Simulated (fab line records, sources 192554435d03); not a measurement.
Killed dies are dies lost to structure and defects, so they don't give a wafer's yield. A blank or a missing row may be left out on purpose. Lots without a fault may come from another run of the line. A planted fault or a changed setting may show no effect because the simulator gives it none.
fab line records | flow n5_finfet
record lots=7 wafers=21
route steps=1938 shown BEOL_M5@1142 BEOL_M7@1287 BEOL_M9@1405 BEOL_M10@1495 BEOL_M11@1578
start_h: hours from the record's first day to the start of the lot's first wafer shown | wait_h: hours since the lot's step before | " the same as in the row above | L1.1+2: a row that stands for several wafers | - no value, or no start given | * or withheld: withheld | < > ~ a bound
route shown NAME@n: a module of which the file shows steps, and the number in the route of the first | usual: mean/standard deviation of fault-free wafers | same: alike in all rows | chamber/n: place in a boat | sites: the reading at each site | _std_site: their standard deviation | _edge_site: outer sites' mean less inner sites' | radius_mm: how far each site lies from the wafer's centre | mask NAME#n: copy n | behind: the tool/chamber that last shaped the wafer | hold: why the lot was held/for how many hours/how that ended | device: the transistor (n, p or np) that didn't switch | end of line: the same wafers' tests at the end of the route | a step without rows: its recipe alone | killed: dies lost to structure and defects at the first sort, not the wafer's yield | map: a wafer's dies, x killed, . not, _ none there
set.NAME: the setting as run; set.NAME@STEP: as run at that earlier step | model.NAME: the simulator's own value behind a step, which no gauge read
lots whose settings were changed on purpose; a table a step, a row a wafer
## steps
# step N5_BEOL_M5_COAT_22
# recipe resist=CAR-EUV spin_rpm=1500 resist_thk_nm=30
# columns lot.wafer tool chamber start_h wait_h set.spin_rpm model.CAR-EUV_of_BEOL_M5_COAT_22.thk_nm
L077.3+4+6 litho_track-02 0 - - 1500 30
L074.1+3+5 litho_track-04 0 - - 1500 30
L081.4 litho_track-04 0 - - 1500 30
L081.5 " 0 " " 1570 29.2
L081.6 " 0 " " 1570 29.4
L083.2 litho_track-03 0 - - 1440 30.6
L083.3+6 " 0 " " 1500 30
L087.1 litho_track-02 0 - - 1500 30
L087.3+4 " 0 " " 1646 28.6
L093.2 litho_track-04 0 - - 1500 29.8
L093.4+6 " 0 " " 1500 30
L096.3+6 litho_track-04 0 - - 1425 30.8
L096.4 " 0 " " 1500 30
# step N5_BEOL_M5_EBR_24
# recipe solvent=PGMEA ebr_width_mm=1.5
# step N5_BEOL_M5_SOFTBAKE_23
# recipe temp_c=110 time_s=60 resist=CAR-EUV
# step N5_BEOL_M5_EXPOSE_25
# recipe mask_id=V4 na=0.33 source_shape=quasar sigma_inner=0.2 sigma_outer=0.6 polarization=unpolarized defocus_nm=10 dose_mj=52.75
# step N5_BEOL_M5_PEB_26
# recipe peb_temp_c=100 peb_time_s=60 resist=CAR-EUV
# step N5_BEOL_M5_DEVELOP_27
# recipe develop_time_s=30 developer=TMAH resist=CAR-EUV rinse_liquid=surfactant_rinse dry=air_spin dev_temp_c=23
# columns lot.wafer tool chamber start_h wait_h set.spin_rpm@BEOL_M5_COAT_22 model.CAR-EUV_of_BEOL_M5_COAT_22.thk_nm
L077.3+4+6 litho_track-03 0 - - 1500 29.6
L074.1+3 litho_track-04 0 - - 1500 29.4
L074.5 " 0 " " 1500 29.6
L081.4 litho_track-04 0 - - 1500 29.6
L081.5+6 " 0 " " 1570 28.8
L083.2 litho_track-02 0 - - 1440 30.2
L083.3+6 " 0 " " 1500 29.6
L087.1 litho_track-03 0 - - 1500 29.4
L087.3+4 " 0 " " 1646 28.2
L093.2+4+6 litho_track-02 0 - - 1500 29.4
L096.3+6 litho_track-03 0 - - 1425 30.4
L096.4 " 0 " " 1500 29.6
# step N5_BEOL_M5_DESCUM_33
# recipe chemistry=O2 time_s=7 source_power_w=50 bias_power_w=20 pressure_mtorr=20 rf_frequency_hz=2.712e+07 temp_c=40 resist=CAR-EUV o2_flow_sccm=225
# step N5_BEOL_M5_ETCH_75
# recipe chemistry=N2/H2 target=underlayer target_depth_a=65 mask_material=CAR-EUV time_s=5.2 ion_energy_ev=200 pressure_mtorr=30 source_w=840 bias_w=150 n2_flow_sccm=200 h2_flow_sccm=200 ends=cleared
# step N5_BEOL_M5_ETCH_67
# recipe chemistry=CF4 target=SiARC target_depth_a=156 mask_material=CAR-EUV time_s=26 ion_energy_ev=80 pressure_mtorr=40 source_w=545 bias_w=36 Ar_flow_sccm=100 cf4_flow_sccm=100 ends=cleared
# columns lot.wafer tool chamber start_h wait_h set.spin_rpm@BEOL_M5_COAT_66 model.etch.depth_nm
L077.3 rie_diel-06 3 195.95 0.0 1500 11.99
L077.4 " 0 " " 1500 11.98
L077.6 " 3 " " 1500 12
L074.1 rie_diel-04 0 218.59 0.0 1500 12.08
L074.3 " 1 " " 1500 12.05
L074.5 " 0 " " 1500 12.06
L081.4 rie_diel-06 3 222.43 0.0 1500 12.08
L081.5 " 3 " " 1500 12.06
L081.6 " 0 " " 1433 12.3
L083.2 rie_diel-02 2 245.48 0.0 1500 11.98
L083.3 " 1 " " 1500 12.01
L083.6 " 3 " " 1669 11.38
L087.1+4 rie_diel-06 3,1 288.44 0.0 1638 11.49
L087.3 " 0 " " 1638 11.48
L093.2 rie_diel-02 3 313.99 0.0 1500 11.98
L093.4 " 1 " " 1500 12.04
L093.6 " 3 " " 1500 12.02
L096.3 rie_diel-06 1 330.20 0.0 1500 12.05
L096.4 " 3 " " 1500 12.06
L096.6 " 3 " " 1500 12.08
# step N5_BEOL_M7_COAT_63
# recipe resist=SOC temp_c=250 time_s=60 spin_rpm=1500 resist_thk_nm=60
# columns lot.wafer tool chamber start_h wait_h set.spin_rpm model.SOC_of_BEOL_M7_COAT_63.thk_nm
L077.3 litho_track-05 0 218.57 1.9 1346 63.4
L077.4 " 0 " " 1500 60.2
L077.6 " 0 " " 1500 60
L074.1 litho_track-05 0 243.52 2.3 1500 60
L074.3+5 " 0 " " 1560 59
L081.4 litho_track-05 0 243.87 2.5 1500 60.4
L081.5 " 0 " " 1641 57.6
L081.6 " 0 " " 1500 60
L083.2+3 litho_track-04 0 262.27 0.2 1500 60.2
L083.6 " 0 " " 1500 60
L087.1 litho_track-03 0 305.35 0.4 1559 58.8
L087.3 " 0 " " 1559 59
L087.4 " 0 " " 1500 60.2
L093.2+4+6 litho_track-04 0 335.09 3.2 1500 59.8
L096.3 litho_track-03 0 353.40 3.2 1500 60
L096.4 " 0 " " 1377 63
L096.6 " 0 " " 1377 62.8
# step N5_BEOL_M7_COAT_71
# recipe resist=underlayer temp_c=205 time_s=60 spin_rpm=1500 resist_thk_nm=5
# columns lot.wafer tool chamber start_h wait_h set.spin_rpm
L077.3+6 litho_track-05 0 - - 1399
L077.4 " 0 " " 1500
L074.1+5 litho_track-05 0 - - 1500
L074.3 " 0 " " 1603
L081.4 litho_track-05 0 - - 1500
L081.5+6 " 0 " " 1441
L083.2+3 litho_track-04 0 - - 1500
L083.6 " 0 " " 1621
L087.1+3+4 litho_track-03 0 - - 1500
L093.2+4+6 litho_track-04 0 - - 1500
L096.3+6 litho_track-03 0 - - 1433
L096.4 " 0 " " 1500
# step N5_BEOL_M7_COAT_22
# recipe resist=CAR-EUV spin_rpm=1500 resist_thk_nm=30
# step N5_BEOL_M7_EBR_24
# recipe solvent=PGMEA ebr_width_mm=1.5
# step N5_BEOL_M7_DESCUM_33
# recipe chemistry=O2 time_s=7 source_power_w=50 bias_power_w=20 pressure_mtorr=20 rf_frequency_hz=2.712e+07 temp_c=40 resist=CAR-EUV o2_flow_sccm=225
# step N5_BEOL_M7_ETCH_72
# recipe chemistry=N2/H2 target=underlayer target_depth_a=65 mask_material=CAR-EUV time_s=5.2 ion_energy_ev=200 pressure_mtorr=30 source_w=840 bias_w=150 n2_flow_sccm=200 h2_flow_sccm=200 ends=cleared
# columns lot.wafer tool chamber start_h wait_h set.spin_rpm@BEOL_M7_COAT_71 model.etch.depth_nm
L077.3 rie_diel-06 0 219.21 0.0 1399 5.166
L077.4 " 3 " " 1500 4.999
L077.6 " 3 " " 1399 5.154
L074.1 rie_diel-06 2 244.91 0.0 1500 4.988
L074.3 " 0 " " 1603 4.815
L074.5 " 1 " " 1500 4.986
L081.4 rie_diel-04 1 244.94 0.0 1500 5.011
L081.5 " 3 " " 1441 5.116
L081.6 " 2 " " 1441 5.114
L083.2 rie_diel-04 2 263.56 0.0 1500 5.017
L083.3 " 0 " " 1500 5.019
L083.6 " 2 " " 1621 4.821
L087.1 rie_diel-06 3 305.90 0.0 1500 5.012
L087.3 " 1 " " 1500 4.995
L087.4 " 2 " " 1500 4.998
L093.2 rie_diel-02 3 335.89 0.0 1500 4.994
L093.4 " 0 " " 1500 5.001
L093.6 " 3 " " 1500 4.987
L096.3 rie_diel-04 1 354.28 0.0 1433 5.088
L096.4 " 2 " " 1500 5.003
L096.6 " 3 " " 1433 5.107
# step N5_BEOL_M7_ETCH_65
# recipe chemistry=CF4 target=SiARC target_depth_a=156 mask_material=CAR-EUV time_s=26 ion_energy_ev=80 pressure_mtorr=40 source_w=545 bias_w=36 Ar_flow_sccm=100 cf4_flow_sccm=100 ends=cleared
# step N5_BEOL_M7_ETCH_66
# recipe chemistry=N2/H2 target=SOC target_depth_a=800 overetch_a=160 mask_material=SiARC temp_c=40 time_s=120 ion_energy_ev=200 pressure_mtorr=30 source_w=840 bias_w=150 n2_flow_sccm=200 h2_flow_sccm=200
# columns lot.wafer tool chamber start_h wait_h set.spin_rpm@BEOL_M7_COAT_63 model.etch.depth_nm
L077.3 rie_diel-06 0 219.26 0.0 1346 63.38
L077.4 " 3 " " 1500 60.11
L077.6 " 3 " " 1500 60.03
L074.1 rie_diel-06 2 244.95 0.0 1500 59.97
L074.3 " 0 " " 1560 58.93
L074.5 " 1 " " 1560 59.01
L081.4 rie_diel-04 1 245.02 0.0 1500 60.32
L081.5 " 3 " " 1641 57.56
L081.6 " 2 " " 1500 60.09
L083.2 rie_diel-04 2 263.61 0.0 1500 60.11
L083.3 " 0 " " 1500 60.19
L083.6 " 2 " " 1500 60.01
L087.1 rie_diel-06 3 305.94 0.0 1559 58.87
L087.3 " 1 " " 1559 58.95
L087.4 " 2 " " 1500 60.25
L093.2 rie_diel-02 3 335.94 0.0 1500 59.87
L093.4 " 0 " " 1500 59.74
L093.6 " 3 " " 1500 59.86
L096.3 rie_diel-04 1 354.32 0.0 1500 60.05
L096.4 " 2 " " 1377 62.98
L096.6 " 3 " " 1377 62.78
# step N5_BEOL_M7_VIA_ETCH_34
# recipe chemistry=C4F6/O2 target=SiCOH_lowk target_depth_a=1255 mask_material=SOC taper_deg=4 time_s=50.5 ion_energy_ev=250 pressure_mtorr=30 source_w=345 bias_w=185 Ar_flow_sccm=300 C4F6_flow_sccm=10 O2_flow_sccm=10
# usual rf_vpp_V=670/14
# columns lot.wafer tool chamber start_h wait_h set.source_w rf_vpp_V
L077.3 rie_diel-06 0 219.36 0.0 345 661
L077.4 " 3 " " 305 718
L077.6 " 3 " " 305 718
L074.1 rie_diel-06 2 245.05 0.0 345 667
L074.3 " 0 " " 286.1 729
L074.5 " 1 " " 345 675
L081.4 rie_diel-04 1 245.10 0.0 364.9 632
L081.5 " 3 " " 364.9 645
L081.6 " 2 " " 345 690
L083.2 rie_diel-04 2 263.71 0.0 345 689
L083.3 " 0 " " 345 691
L083.6 " 2 " " 345 690
L087.1 rie_diel-06 3 306.04 0.0 324.8 697
L087.3 " 1 " " 345 675
L087.4 " 2 " " 345 668
L093.2 rie_diel-02 3 336.04 0.0 345 643
L093.4 " 0 " " 345 680
L093.6 " 3 " " 345 643
L096.3 rie_diel-04 1 354.43 0.0 345 650
L096.4 " 2 " " 312.5 725
L096.6 " 3 " " 312.5 698
# step N5_BEOL_M9_HM_DEP_02
# recipe material=TiN target_thk_a=200 temp_c=25 chamber_pressure_pa=0.49996
# columns lot.wafer tool chamber start_h wait_h set.target_thk_a model.TiN_of_BEOL_M9_HM_DEP_02.thk_nm
L077.3 pvd_sputter-03 - 239.73 2.1 216.6 21.8
L077.4 " - " " 200 20
L077.6 " - " " 216.6 21.6
L081.4+6 pvd_sputter-03 - 260.73 1.2 213.9 21.4
L081.5 " - " " 200 20
L074.1+3+5 pvd_sputter-03 - 260.83 1.1 200 20.2
L083.2 pvd_sputter-03 - 277.23 1.3 200 19.6
L083.3 " - " " 200 19.8
L083.6 " - " " 209.4 21
L087.1 pvd_sputter-01 - 317.30 0.5 211.2 21.2
L087.3 " - " " 211.2 20.8
L087.4 " - " " 200 20
L093.2+6 pvd_sputter-02 - 351.08 1.2 200 20
L093.4 " - " " 200 20.2
L096.3 pvd_sputter-02 - 370.79 2.4 200 20.2
L096.4+6 " - " " 184.9 18.8
# step N5_BEOL_M9_COAT_05
# recipe resist=CAR-ArF spin_rpm=1500 resist_thk_nm=90
# columns lot.wafer tool chamber start_h wait_h set.spin_rpm model.CAR-ArF_of_BEOL_M9_COAT_05.thk_nm
L077.3 litho_track-05 0 - - 1500 89.8
L077.4 " 0 " " 1500 89.6
L077.6 " 0 " " 1559 87.8
L081.4 litho_track-05 0 - - 1500 89.8
L081.5 " 0 " " 1500 89.6
L081.6 " 0 " " 1500 90
L074.1 litho_track-04 0 - - 1351 95
L074.3 " 0 " " 1351 94.8
L074.5 " 0 " " 1500 90.2
L083.2 litho_track-05 0 - - 1648 85.8
L083.3 " 0 " " 1500 89.8
L083.6 " 0 " " 1648 86
L087.1+3+4 litho_track-01 0 - - 1363 94.6
L093.2+6 litho_track-04 0 - - 1500 90
L093.4 " 0 " " 1500 89.8
L096.3 litho_track-04 0 - - 1500 90
L096.4+6 " 0 " " 1500 90.4
# step N5_BEOL_M9_EBR_07
# recipe solvent=PGMEA ebr_width_mm=1.5
# step N5_BEOL_M9_SOFTBAKE_06
# recipe temp_c=110 time_s=60 resist=CAR-ArF
# step N5_BEOL_M9_EXPOSE_08
# recipe mask_id=M9 na=1.35 source_shape=dipole sigma_inner=0.411 sigma_outer=0.611 polarization=te dose_mj=53.75
# step N5_BEOL_M9_PEB_09
# recipe peb_temp_c=withheld peb_time_s=60 resist=CAR-ArF
# step N5_BEOL_M9_DEVELOP_10
# recipe develop_time_s=30 developer=TMAH resist=CAR-ArF rinse_liquid=diw dry=air_spin dev_temp_c=23
# columns lot.wafer tool chamber start_h wait_h set.spin_rpm@BEOL_M9_COAT_05 model.CAR-ArF_of_BEOL_M9_COAT_05.thk_nm
L077.3 litho_track-05 0 - - 1500 88.2
L077.4 " 0 " " 1500 88
L077.6 " 0 " " 1559 86.2
L081.4 litho_track-05 0 - - 1500 88
L081.5 " 0 " " 1500 87.8
L081.6 " 0 " " 1500 88.2
L074.1+3 litho_track-04 0 - - 1351 93.2
L074.5 " 0 " " 1500 88.4
L083.2 litho_track-05 0 - - 1648 84.2
L083.3 " 0 " " 1500 88
L083.6 " 0 " " 1648 84.4
L087.1 litho_track-01 0 - - 1363 93
L087.3+4 " 0 " " 1363 92.8
L093.2+6 litho_track-05 0 - - 1500 88.4
L093.4 " 0 " " 1500 88
L096.3 litho_track-01 0 - - 1500 88.4
L096.4+6 " 0 " " 1500 88.6
# step N5_BEOL_M9_STRIP_68
# recipe chemistry=N2/H2 temp_c=40 n2_flow_sccm=200 h2_flow_sccm=200 rf_frequency_hz=6e+07
# step N5_BEOL_M9_STRIP_67
# recipe chemistry=CF4 resist=SiARC power_w=300 bias_power_w=75 pressure_mtorr=50 cf4_flow_sccm=150 rf_frequency_hz=6e+07
# step N5_BEOL_M9_HM_OPEN_17
# recipe chemistry=Cl2/BCl3 target_depth_a=200 overetch_a=60 target=TiN mask_material=SOC ion_energy_ev=150 pressure_mtorr=10 icp_w=1000 bias_w=126 Cl2_flow_sccm=53.25 bcl3_flow_sccm=21.75 Ar_flow_sccm=25
# columns lot.wafer tool chamber start_h wait_h set.target_thk_a@BEOL_M9_HM_DEP_02 model.etch.depth_nm
L077.3 rie_metal-01 0 240.68 0.1 216.6 21.76
L077.4 " 1 " " 200 19.94
L077.6 " 1 " " 216.6 21.67
L081.4+6 rie_metal-01 1 261.49 0.1 213.9 21.37
L081.5 " 0 " " 200 20.08
L074.1 rie_metal-02 1 261.68 0.0 200 20.17
L074.3+5 " 1 " " 200 20.26
L083.2 rie_metal-02 1 278.12 0.1 200 19.7
L083.3 " 1 " " 200 19.83
L083.6 " 1 " " 209.4 21
L087.1 rie_metal-02 0 318.16 0.0 211.2 21.2
L087.3 " 1 " " 211.2 20.88
L087.4 " 0 " " 200 20.05
L093.2 rie_metal-03 1 351.81 0.0 200 19.96
L093.4 " 0 " " 200 20.23
L093.6 " 1 " " 200 19.92
L096.3 rie_metal-02 0 371.88 0.1 200 20.27
L096.4 " 1 " " 184.9 18.7
L096.6 " 0 " " 184.9 18.75
# step N5_BEOL_M9_STRIP_19
# recipe chemistry=O2 power_w=400 temp_c=40 pressure_mtorr=30 rf_frequency_hz=6e+07 bias_power_w=0 overash_fraction=0.2 o2_flow_sccm=225
# step N5_BEOL_M9_STRIP_73
# recipe chemistry=C4F6/O2 resist=SiARC rf_frequency_hz=6e+07
# step N5_BEOL_M9_STRIP_36
# recipe chemistry=N2/H2 power_w=450 temp_c=40 pressure_mtorr=20 rf_frequency_hz=6e+07 overash_fraction=0.3 bias_power_w=7 h2_frac=0.5 n2_flow_sccm=200 h2_flow_sccm=200
# step N5_BEOL_M9_TRENCH_ETCH_37
# recipe chemistry=C4F6/O2 target_depth_a=1514.3 target=SiCOH_lowk time_s=49 ion_energy_ev=250 pressure_mtorr=30 source_w=345 bias_w=185 Ar_flow_sccm=300 C4F6_flow_sccm=10 O2_flow_sccm=10
# columns lot.wafer tool chamber start_h wait_h set.target_thk_a@BEOL_M9_HM_DEP_02 model.TiN_of_BEOL_M9_HM_DEP_02.thk_nm
L077.3+6 rie_diel-02 1,0 - - 216.6 17.6
L077.4 " 0 " " 200 15.8
L081.4+6 rie_diel-02 2,0 - - 213.9 17.2
L081.5 " 1 " " 200 16
L074.1 rie_diel-06 0 - - 200 15.8
L074.3+5 " 3,2 " " 200 16.2
L083.2 rie_diel-04 2 - - 200 15.4
L083.3 " 0 " " 200 15.6
L083.6 " 3 " " 209.4 16.6
L087.1 rie_diel-02 2 - - 211.2 17
L087.3 " 1 " " 211.2 16.8
L087.4 " 3 " " 200 16
L093.2 rie_diel-06 0 - - 200 15.6
L093.4 " 3 " " 200 16
L093.6 " 1 " " 200 15.8
L096.3 rie_diel-04 0 - - 200 16
L096.4+6 " 1,3 " " 184.9 14.6
# step N5_BEOL_M10_COAT_64
# recipe resist=SiARC temp_c=220 time_s=60 spin_rpm=1500 resist_thk_nm=30
# columns lot.wafer tool chamber start_h wait_h set.spin_rpm model.SiARC_of_BEOL_M10_COAT_64.thk_nm
L077.3+4 litho_track-04 0 - - 1500 30.2
L077.6 " 0 " " 1419 31
L081.4+5+6 litho_track-03 0 - - 1500 30
L074.1 litho_track-04 0 - - 1625 28.8
L074.3 " 0 " " 1500 30
L074.5 " 0 " " 1500 30.2
L083.2+3 litho_track-03 0 - - 1500 30.2
L083.6 " 0 " " 1600 29.2
L087.1+3 litho_track-03 0 - - 1500 30.2
L087.4 " 0 " " 1500 30
L093.2+4+6 litho_track-03 0 - - 1500 30
L096.3 litho_track-04 0 - - 1591 29.2
L096.4 " 0 " " 1500 30.2
L096.6 " 0 " " 1500 30
# step N5_BEOL_M10_COAT_22
# recipe resist=CAR-ArF spin_rpm=1500 resist_thk_nm=90
# step N5_BEOL_M10_EBR_24
# recipe solvent=PGMEA ebr_width_mm=1.5
# step N5_BEOL_M10_DESCUM_33
# recipe chemistry=O2 time_s=7.9 source_power_w=50 bias_power_w=20 pressure_mtorr=20 rf_frequency_hz=2.712e+07 temp_c=40 resist=CAR-ArF o2_flow_sccm=225
# step N5_BEOL_M10_ETCH_65
# recipe chemistry=CF4 target=SiARC target_depth_a=390 mask_material=CAR-ArF time_s=65 ion_energy_ev=80 pressure_mtorr=40 source_w=545 bias_w=36 Ar_flow_sccm=100 cf4_flow_sccm=100 ends=cleared
# columns lot.wafer tool chamber start_h wait_h set.spin_rpm@BEOL_M10_COAT_64 model.etch.depth_nm model.CAR-ArF_of_BEOL_M10_COAT_22.thk_nm
L077.3 rie_diel-01 3 253.75 0.0 1500 30.16 55.6
L077.4 " 1 " " 1500 30.16 55.8
L077.6 " 3 " " 1419 31.08 54.8
L081.4 rie_diel-05 3 271.09 0.0 1500 29.98 55.8
L081.5 " 2 " " 1500 29.92 55.8
L081.6 " 0 " " 1500 29.9 55.8
L074.1 rie_diel-05 0 273.62 0.0 1625 28.89 56.6
L074.3 " 2 " " 1500 30.1 55
L074.5 " 2 " " 1500 30.12 55.2
L083.2 rie_diel-01 2 288.57 0.0 1500 30.11 55.6
L083.3 " 1 " " 1500 30.17 55.4
L083.6 " 3 " " 1600 29.13 56.8
L087.1 rie_diel-01 3 326.92 0.0 1500 30.16 55.8
L087.3 " 0 " " 1500 30.11 56
L087.4 " 1 " " 1500 30 56.2
L093.2 rie_diel-03 3 365.13 0.0 1500 30.07 55.8
L093.4 " 1 " " 1500 29.93 55.8
L093.6 " 1 " " 1500 30.06 55.8
L096.3 rie_diel-03 2 382.30 0.0 1591 29.13 56.4
L096.4 " 1 " " 1500 30.14 55.2
L096.6 " 0 " " 1500 30.09 55.2
# step N5_BEOL_M11_TRENCH_ETCH_37
# recipe chemistry=C4F6/O2 target_depth_a=1488.3 target=SiCOH_lowk time_s=48 ion_energy_ev=250 pressure_mtorr=30 source_w=345 bias_w=185 Ar_flow_sccm=300 C4F6_flow_sccm=10 O2_flow_sccm=10
# usual rf_vpp_V=670/13
# columns lot.wafer tool chamber start_h wait_h set.bias_w rf_vpp_V
L077.3 rie_diel-04 3 - - 185 664
L077.4 " 2 " " 185 690
L077.6 " 3 " " 185 666
L081.4 rie_diel-02 1 - - 185 674
L081.5 " 2 " " 169.2 629
L081.6 " 3 " " 169.2 598
L074.1 rie_diel-06 0 - - 185 662
L074.3 " 2 " " 185 668
L074.5 " 0 " " 196.7 695
L083.2 rie_diel-04 2 - - 200.1 733
L083.3 " 0 " " 185 689
L083.6 " 3 " " 185 663
L087.1 rie_diel-06 3 - - 185 676
L087.3 " 0 " " 185 663
L087.4 " 2 " " 185 667
L093.2 rie_diel-02 1 - - 185 675
L093.4 " 3 " " 185 643
L093.6 " 3 " " 185 644
L096.3 rie_diel-02 2 - - 185 674
L096.4 " 1 " " 185 673
L096.6 " 2 " " 208 740
## key
split step=N5_BEOL_M5_COAT_22 setting=spin_rpm stated=1500 by=wafer
response step=N5_BEOL_M5_COAT_22 reading=model.CAR-EUV_of_BEOL_M5_COAT_22.thk_nm change=-0.148 per=1% r=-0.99
response step=N5_BEOL_M5_DEVELOP_27 reading=model.CAR-EUV_of_BEOL_M5_COAT_22.thk_nm change=-0.138 per=1% r=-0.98
split step=N5_BEOL_M7_COAT_63 setting=spin_rpm stated=1500 by=wafer
response step=N5_BEOL_M7_COAT_63 reading=model.SOC_of_BEOL_M7_COAT_63.thk_nm change=-0.312 per=1% r=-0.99
response step=N5_BEOL_M7_ETCH_66 reading=model.etch.depth_nm change=-0.312 per=1% r=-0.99
split step=N5_BEOL_M7_COAT_71 setting=spin_rpm stated=1500 by=wafer
response step=N5_BEOL_M7_ETCH_72 reading=model.etch.depth_nm change=-0.0243 per=1% r=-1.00
split step=N5_BEOL_M7_VIA_ETCH_34 setting=source_w stated=345 by=wafer
response step=N5_BEOL_M7_VIA_ETCH_34 reading=rf_vpp_V change=-4.61 per=1% r=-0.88
split step=N5_BEOL_M9_HM_DEP_02 setting=target_thk_a stated=200 by=wafer
response step=N5_BEOL_M9_HM_DEP_02 reading=model.TiN_of_BEOL_M9_HM_DEP_02.thk_nm change=+0.203 per=1% r=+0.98
response step=N5_BEOL_M9_HM_OPEN_17 reading=model.etch.depth_nm change=+0.205 per=1% r=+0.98
response step=N5_BEOL_M9_TRENCH_ETCH_37 reading=model.TiN_of_BEOL_M9_HM_DEP_02.thk_nm change=+0.194 per=1% r=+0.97
split step=N5_BEOL_M9_COAT_05 setting=spin_rpm stated=1500 by=wafer
response step=N5_BEOL_M9_COAT_05 reading=model.CAR-ArF_of_BEOL_M9_COAT_05.thk_nm change=-0.438 per=1% r=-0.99
response step=N5_BEOL_M9_DEVELOP_10 reading=model.CAR-ArF_of_BEOL_M9_COAT_05.thk_nm change=-0.433 per=1% r=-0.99
split step=N5_BEOL_M10_COAT_64 setting=spin_rpm stated=1500 by=wafer
response step=N5_BEOL_M10_COAT_64 reading=model.SiARC_of_BEOL_M10_COAT_64.thk_nm change=-0.152 per=1% r=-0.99
response step=N5_BEOL_M10_ETCH_65 reading=model.etch.depth_nm change=-0.155 per=1% r=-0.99
response step=N5_BEOL_M10_ETCH_65 reading=model.CAR-ArF_of_BEOL_M10_COAT_22.thk_nm change=+0.185 per=1% r=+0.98
split step=N5_BEOL_M11_TRENCH_ETCH_37 setting=bias_w stated=185 by=wafer
response step=N5_BEOL_M11_TRENCH_ETCH_37 reading=rf_vpp_V change=+5.97 per=1% r=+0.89
split outside_this_file step=N5_BEOL_M5_COAT_66 setting=spin_rpm
# split outside_this_file: this setting was split too, and the file shows its column; the key of that split is in another file
